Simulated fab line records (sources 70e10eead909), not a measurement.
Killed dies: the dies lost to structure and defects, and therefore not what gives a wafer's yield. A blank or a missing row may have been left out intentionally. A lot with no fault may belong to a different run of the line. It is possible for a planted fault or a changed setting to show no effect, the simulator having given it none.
Which tool did it? :: flow nand harc :: 11 lots with 33 wafers sampled at 6 steps, on a route of 1159 steps

WHAT THE GAUGES READ, wafer by wafer
NHARC_A_CHANNEL_HOLE_D1_INSPECT_40.
lot: L213
measured: day 8 18:22
on: defect inspect-01
raw defect count: 55 58 43

lot: L214
measured: day 9 01:26
on: defect inspect-02
raw defect count: 79 88 59

lot: L216
measured: day 9 09:15
on: defect inspect-01
raw defect count: 76 90 89

lot: L219
measured: day 9 22:47
on: defect inspect-01
raw defect count: 59 53 293

lot: L227
measured: day 11 15:48
on: defect inspect-02
raw defect count: 81 67 67

lot: L230
measured: day 12 15:04
on: defect inspect-02
raw defect count: 49 44 48

lot: L229
measured: day 12 15:01
on: defect inspect-01
raw defect count: 77 63 71

lot: L231
measured: day 13 04:46
on: defect inspect-01
raw defect count: 74 71 84

lot: L232
measured: day 13 04:57
on: defect inspect-02
raw defect count: 40 56 65

lot: L234
measured: day 14 09:52
on: defect inspect-02
raw defect count: 44 50 58

lot: L235
measured: day 14 15:46
on: defect inspect-01
raw defect count: 70 45 56

NHARC_END_SORT_01.
lot: L219
measured: day 20 11:31
on: prober-02
killed at array: 26 25 102
killed at other: 0 0 0
killed at periphery: 3 1 3
killed dies: 29 26 105
killed open: 3 2 5
killed short: 0 2 3

WHICH TOOL RAN EACH LOT (tool, then ch and the chambers of the sampled wafers, then the start)
lot: L213
NHARC_A_CHANNEL_HOLE_D1_ETCH_16: rie diel-13 ch 0,2,3, day 8 13:42 or earlier
NHARC_A_CHANNEL_HOLE_D1_ETCH_22: har etch-01 ch 0,1, day 8 13:42
NHARC_A_CHANNEL_HOLE_D1_ETCH_33: har etch-01 ch 0,1, day 8 16:41
NHARC_A_CHANNEL_HOLE_D1_PRECLEAN_28: wet bench-01 ch 0,2,5, day 8 18:02

lot: L214
NHARC_A_CHANNEL_HOLE_D1_ETCH_16: rie diel-13 ch 0,1, day 8 20:23 or earlier
NHARC_A_CHANNEL_HOLE_D1_ETCH_22: har etch-01 ch 0,1, day 8 20:23
NHARC_A_CHANNEL_HOLE_D1_ETCH_33: har etch-01 ch 0,1, day 8 23:25
NHARC_A_CHANNEL_HOLE_D1_PRECLEAN_28: wet bench-01 ch 2,6,7, day 9 01:06

lot: L216
NHARC_A_CHANNEL_HOLE_D1_ETCH_16: rie diel-13 ch 0,1,2, day 9 04:31 or earlier
NHARC_A_CHANNEL_HOLE_D1_ETCH_22: har etch-01 ch 0, day 9 04:31
NHARC_A_CHANNEL_HOLE_D1_ETCH_33: har etch-01 ch 0, day 9 07:33
NHARC_A_CHANNEL_HOLE_D1_PRECLEAN_28: wet bench-01 ch 1,2,7, day 9 08:55

lot: L219
NHARC_A_CHANNEL_HOLE_D1_ETCH_16: rie diel-11 ch 0,2,3, day 9 18:02 or earlier
NHARC_A_CHANNEL_HOLE_D1_ETCH_22: har etch-01 ch 0,1, day 9 18:02
NHARC_A_CHANNEL_HOLE_D1_ETCH_33: har etch-01 ch 0,1, day 9 21:05
NHARC_A_CHANNEL_HOLE_D1_PRECLEAN_28: wet bench-09 ch 3,4,5, day 9 22:28

lot: L227
NHARC_A_CHANNEL_HOLE_D1_ETCH_16: rie diel-02 ch 0,1, day 11 11:03 or earlier
NHARC_A_CHANNEL_HOLE_D1_ETCH_22: har etch-01 ch 0,1, day 11 11:03
NHARC_A_CHANNEL_HOLE_D1_ETCH_33: har etch-01 ch 0,1, day 11 14:07
NHARC_A_CHANNEL_HOLE_D1_PRECLEAN_28: wet bench-01 ch 1,4,7, day 11 15:28

lot: L230
NHARC_A_CHANNEL_HOLE_D1_ETCH_16: rie diel-02 ch 0,1,3, day 12 10:24 or earlier
NHARC_A_CHANNEL_HOLE_D1_ETCH_22: har etch-01 ch 0,1, day 12 10:24
NHARC_A_CHANNEL_HOLE_D1_ETCH_33: har etch-01 ch 0,1, day 12 13:23
NHARC_A_CHANNEL_HOLE_D1_PRECLEAN_28: wet bench-06 ch 4,6,7, day 12 14:44

lot: L229
NHARC_A_CHANNEL_HOLE_D1_ETCH_16: rie diel-11 ch 0,2,3, day 12 10:16 or earlier
NHARC_A_CHANNEL_HOLE_D1_ETCH_22: har etch-02 ch 0,1, day 12 10:16
NHARC_A_CHANNEL_HOLE_D1_ETCH_33: har etch-02 ch 0,1, day 12 13:19
NHARC_A_CHANNEL_HOLE_D1_PRECLEAN_28: wet bench-01 ch 4,5,6, day 12 14:42

lot: L231
NHARC_A_CHANNEL_HOLE_D1_ETCH_16: rie diel-11 ch 1,2, day 13 00:07 or earlier
NHARC_A_CHANNEL_HOLE_D1_ETCH_22: har etch-01 ch 0,1, day 13 00:07
NHARC_A_CHANNEL_HOLE_D1_ETCH_33: har etch-01 ch 0,1, day 13 03:05
NHARC_A_CHANNEL_HOLE_D1_PRECLEAN_28: wet bench-06 ch 3,6,7, day 13 04:26

lot: L232
NHARC_A_CHANNEL_HOLE_D1_ETCH_16: rie diel-02 ch 1,2, day 13 00:05 or earlier
NHARC_A_CHANNEL_HOLE_D1_ETCH_22: har etch-02 ch 0,1, day 13 00:05
NHARC_A_CHANNEL_HOLE_D1_ETCH_33: har etch-02 ch 0,1, day 13 03:13
NHARC_A_CHANNEL_HOLE_D1_PRECLEAN_28: wet bench-06 ch 5,6,7, day 13 04:38

lot: L234
NHARC_A_CHANNEL_HOLE_D1_ETCH_16: rie diel-11 ch 0,3, day 14 05:06 or earlier
NHARC_A_CHANNEL_HOLE_D1_ETCH_22: har etch-02 ch 0,1, day 14 05:06
NHARC_A_CHANNEL_HOLE_D1_ETCH_33: har etch-02 ch 0,1, day 14 08:10
NHARC_A_CHANNEL_HOLE_D1_PRECLEAN_28: wet bench-01 ch 0,5,7, day 14 09:32

lot: L235
NHARC_A_CHANNEL_HOLE_D1_ETCH_16: rie diel-02 ch 1,2, day 14 10:52 or earlier
NHARC_A_CHANNEL_HOLE_D1_ETCH_22: har etch-01 ch 0,1, day 14 10:52
NHARC_A_CHANNEL_HOLE_D1_ETCH_33: har etch-01 ch 0,1, day 14 14:01
NHARC_A_CHANNEL_HOLE_D1_PRECLEAN_28: wet bench-09 ch 0,1,3, day 14 15:26
- NHARC_A_CHANNEL_HOLE_D1_ETCH_16: etches the open film in O2/COS, target depth 3100 nm, time 806 s.
- NHARC_A_CHANNEL_HOLE_D1_ETCH_22: etches the open film in C4F8/O2/Ar, time 666.7 s, target depth 1600 nm.
- NHARC_A_CHANNEL_HOLE_D1_ETCH_33: etches the open film in C4F8/O2/Ar, time 90 s, target depth 400 nm.
- NHARC_A_CHANNEL_HOLE_D1_PRECLEAN_28: cleans in SC1.

WHAT THE TOOLS THEMSELVES READ (means of the sampled wafers that have a number; where no wafer has one, the mark that the record gives instead)
NHARC_A_CHANNEL_HOLE_D1_ETCH_16.
lot: L213
tool: rie diel-13
drypump motor current A (A): 5.3
oes product au (a.u.): 0.993
rf fwd power W (W): 499.2
rf vpp V (V): 313.5
showerhead plenum p Torr (Torr): 3.15
throttle valve pct (%): 28.323

lot: L214
tool: rie diel-13
drypump motor current A (A): 5.7
oes product au (a.u.): 0.993
rf fwd power W (W): 499.9
rf vpp V (V): 315.6
showerhead plenum p Torr (Torr): 3.21
throttle valve pct (%): 28.338

lot: L216
tool: rie diel-13
drypump motor current A (A): 5.5
oes product au (a.u.): 0.991
rf fwd power W (W): 500.0
rf vpp V (V): 314.9
showerhead plenum p Torr (Torr): 3.15
throttle valve pct (%): 28.339

lot: L219
tool: rie diel-11
drypump motor current A (A): 5.6
oes product au (a.u.): 1.002
rf fwd power W (W): 499.7
rf vpp V (V): 313.4
showerhead plenum p Torr (Torr): 3.08
throttle valve pct (%): 28.327

lot: L227
tool: rie diel-02
drypump motor current A (A): 6.1
oes product au (a.u.): 0.993
rf fwd power W (W): 499.4
rf vpp V (V): 312.9
showerhead plenum p Torr (Torr): 3.00
throttle valve pct (%): 28.324

lot: L230
tool: rie diel-02
drypump motor current A (A): 5.9
oes product au (a.u.): 1.001
rf fwd power W (W): 500.8
rf vpp V (V): 314.9
showerhead plenum p Torr (Torr): 3.13
throttle valve pct (%): 28.336

lot: L229
tool: rie diel-11
drypump motor current A (A): 5.6
oes product au (a.u.): 1.009
rf fwd power W (W): 500.1
rf vpp V (V): 313.7
showerhead plenum p Torr (Torr): 3.08
throttle valve pct (%): 28.330

lot: L231
tool: rie diel-11
drypump motor current A (A): 5.5
oes product au (a.u.): 0.998
rf fwd power W (W): 499.5
rf vpp V (V): 315.4
showerhead plenum p Torr (Torr): 3.25
throttle valve pct (%): 28.326

lot: L232
tool: rie diel-02
drypump motor current A (A): 6.0
oes product au (a.u.): 0.999
rf fwd power W (W): 498.8
rf vpp V (V): 312.5
showerhead plenum p Torr (Torr): 3.05
throttle valve pct (%): 28.320

lot: L234
tool: rie diel-11
drypump motor current A (A): 5.4
oes product au (a.u.): 0.999
rf fwd power W (W): 499.3
rf vpp V (V): 312.3
showerhead plenum p Torr (Torr): 3.02
throttle valve pct (%): 28.333

lot: L235
tool: rie diel-02
drypump motor current A (A): 5.7
oes product au (a.u.): 1.002
rf fwd power W (W): 499.3
rf vpp V (V): 315.5
showerhead plenum p Torr (Torr): 3.18
throttle valve pct (%): 28.328

NHARC_A_CHANNEL_HOLE_D1_ETCH_22.
lot: L213
tool: har etch-01
drypump motor current A (A): 5.5
he backside leak sccm (sccm): 6.0
showerhead plenum p Torr (Torr): 3.81
throttle valve pct (%): 32.159

lot: L214
tool: har etch-01
drypump motor current A (A): 5.5
he backside leak sccm (sccm): 6.2
showerhead plenum p Torr (Torr): 3.80
throttle valve pct (%): 32.151

lot: L216
tool: har etch-01
drypump motor current A (A): 5.7
he backside leak sccm (sccm): 6.6
showerhead plenum p Torr (Torr): 3.82
throttle valve pct (%): 32.148

lot: L219
tool: har etch-01
drypump motor current A (A): 5.4
he backside leak sccm (sccm): 6.0
showerhead plenum p Torr (Torr): 3.77
throttle valve pct (%): 32.154

lot: L227
tool: har etch-01
drypump motor current A (A): 5.4
he backside leak sccm (sccm): 5.9
showerhead plenum p Torr (Torr): 3.76
throttle valve pct (%): 32.148

lot: L230
tool: har etch-01
drypump motor current A (A): 5.5
he backside leak sccm (sccm): 6.1
showerhead plenum p Torr (Torr): 3.78
throttle valve pct (%): 32.158

lot: L229
tool: har etch-02
drypump motor current A (A): 6.0
he backside leak sccm (sccm): 5.2
showerhead plenum p Torr (Torr): 3.68
throttle valve pct (%): 32.171

lot: L231
tool: har etch-01
drypump motor current A (A): 5.5
he backside leak sccm (sccm): 6.2
showerhead plenum p Torr (Torr): 3.78
throttle valve pct (%): 32.155

lot: L232
tool: har etch-02
drypump motor current A (A): 6.3
he backside leak sccm (sccm): 5.1
showerhead plenum p Torr (Torr): 3.66
throttle valve pct (%): 32.155

lot: L234
tool: har etch-02
drypump motor current A (A): 6.0
he backside leak sccm (sccm): 5.2
showerhead plenum p Torr (Torr): 3.67
throttle valve pct (%): 32.160

lot: L235
tool: har etch-01
drypump motor current A (A): 5.3
he backside leak sccm (sccm): 5.2
showerhead plenum p Torr (Torr): 3.75
throttle valve pct (%): 32.161

NHARC_A_CHANNEL_HOLE_D1_ETCH_33.
lot: L213
tool: har etch-01
drypump motor current A (A): 5.5
he backside leak sccm (sccm): 6.6
rf fwd power W (W): 1989
showerhead plenum p Torr (Torr): 3.85
throttle valve pct (%): 27.620

lot: L214
tool: har etch-01
drypump motor current A (A): 5.5
he backside leak sccm (sccm): 5.7
rf fwd power W (W): 1995
showerhead plenum p Torr (Torr): 3.85
throttle valve pct (%): 27.624

lot: L216
tool: har etch-01
drypump motor current A (A): 5.8
he backside leak sccm (sccm): 6.4
rf fwd power W (W): 1988
showerhead plenum p Torr (Torr): 3.86
throttle valve pct (%): 27.618

lot: L219
tool: har etch-01
drypump motor current A (A): 5.3
he backside leak sccm (sccm): 5.7
rf fwd power W (W): 1985
showerhead plenum p Torr (Torr): 3.82
throttle valve pct (%): 27.621

lot: L227
tool: har etch-01
drypump motor current A (A): 5.4
he backside leak sccm (sccm): 5.8
rf fwd power W (W): 1994
showerhead plenum p Torr (Torr): 3.80
throttle valve pct (%): 27.616

lot: L230
tool: har etch-01
drypump motor current A (A): 5.6
he backside leak sccm (sccm): 6.1
rf fwd power W (W): 1989
showerhead plenum p Torr (Torr): 3.82
throttle valve pct (%): 27.627

lot: L229
tool: har etch-02
drypump motor current A (A): 6.0
he backside leak sccm (sccm): 5.2
rf fwd power W (W): 1988
showerhead plenum p Torr (Torr): 3.72
throttle valve pct (%): 27.622

lot: L231
tool: har etch-01
drypump motor current A (A): 5.5
he backside leak sccm (sccm): 6.1
rf fwd power W (W): 1990
showerhead plenum p Torr (Torr): 3.82
throttle valve pct (%): 27.631

lot: L232
tool: har etch-02
drypump motor current A (A): 6.3
he backside leak sccm (sccm): 5.0
rf fwd power W (W): 1984
showerhead plenum p Torr (Torr): 3.69
throttle valve pct (%): 27.613

lot: L234
tool: har etch-02
drypump motor current A (A): 6.0
he backside leak sccm (sccm): 5.2
rf fwd power W (W): 1992
showerhead plenum p Torr (Torr): 3.71
throttle valve pct (%): 27.622

lot: L235
tool: har etch-01
drypump motor current A (A): 5.3
he backside leak sccm (sccm): 5.0
rf fwd power W (W): 1985
showerhead plenum p Torr (Torr): 3.79
throttle valve pct (%): 27.624

NHARC_A_CHANNEL_HOLE_D1_PRECLEAN_28.
lot: L213
tool: wet bench-01
nh4oh flow mL min: 28.34
sc1 h2o2 end mol l: 0.3691

lot: L214
tool: wet bench-01
nh4oh flow mL min: 28.24
sc1 h2o2 end mol l: 0.3700

lot: L216
tool: wet bench-01
nh4oh flow mL min: 28.27
sc1 h2o2 end mol l: 0.3697

lot: L219
tool: wet bench-09
nh4oh flow mL min: 28.24
sc1 h2o2 end mol l: 0.3706

lot: L227
tool: wet bench-01
nh4oh flow mL min: 28.31
sc1 h2o2 end mol l: 0.3704

lot: L230
tool: wet bench-06
nh4oh flow mL min: 28.33
sc1 h2o2 end mol l: 0.3698

lot: L229
tool: wet bench-01
nh4oh flow mL min: 28.43
sc1 h2o2 end mol l: 0.3698

lot: L231
tool: wet bench-06
nh4oh flow mL min: 28.31
sc1 h2o2 end mol l: 0.3698

lot: L232
tool: wet bench-06
nh4oh flow mL min: 28.15
sc1 h2o2 end mol l: 0.3705

lot: L234
tool: wet bench-01
nh4oh flow mL min: 28.25
sc1 h2o2 end mol l: 0.3693

lot: L235
tool: wet bench-09
nh4oh flow mL min: 28.31
sc1 h2o2 end mol l: 0.3702

THE ANSWER, worked out from the rows above alone
Rule: the usual values come from the lots themselves. The widest of any qualifying gaps counts: lots, ordered by their means at a reading, are off when they make up no more than a third of the lots, leave a main group of 4 or more, and stand apart from it by 3 or more times the standard deviation of that group's means. A main group whose means are all the same, to the digits that the tables above print for the reading, isn't used. A lot without any number at a reading at which 4 lots or more have one is off too. The other lots that the step has rows for count as sound. After the gauges, taken in route order, come the tools' own readings; for these a lot's mean is taken, as printed above. At the first step where some lot is off, the reading lying furthest off is the one used; lots without a number count as furthest.
Off, at NHARC_A_CHANNEL_HOLE_D1_INSPECT_40 on raw defect count: L219. The main group has a mean of 64 with a standard deviation of 13.
A tool fits if, at a process step before that reading, it ran every lot that is off, and no sound lot after the first of them. The gauges at NHARC_A_CHANNEL_HOLE_D1_INSPECT_40 are tried like those tools. NHARC_A_CHANNEL_HOLE_D1_ETCH_16: start missing for some lots; hours and lot order therefore follow NHARC_A_CHANNEL_HOLE_D1_ETCH_22. Not one of the candidates tried fits.

WHAT THE SIMULATOR HAD PUT IN
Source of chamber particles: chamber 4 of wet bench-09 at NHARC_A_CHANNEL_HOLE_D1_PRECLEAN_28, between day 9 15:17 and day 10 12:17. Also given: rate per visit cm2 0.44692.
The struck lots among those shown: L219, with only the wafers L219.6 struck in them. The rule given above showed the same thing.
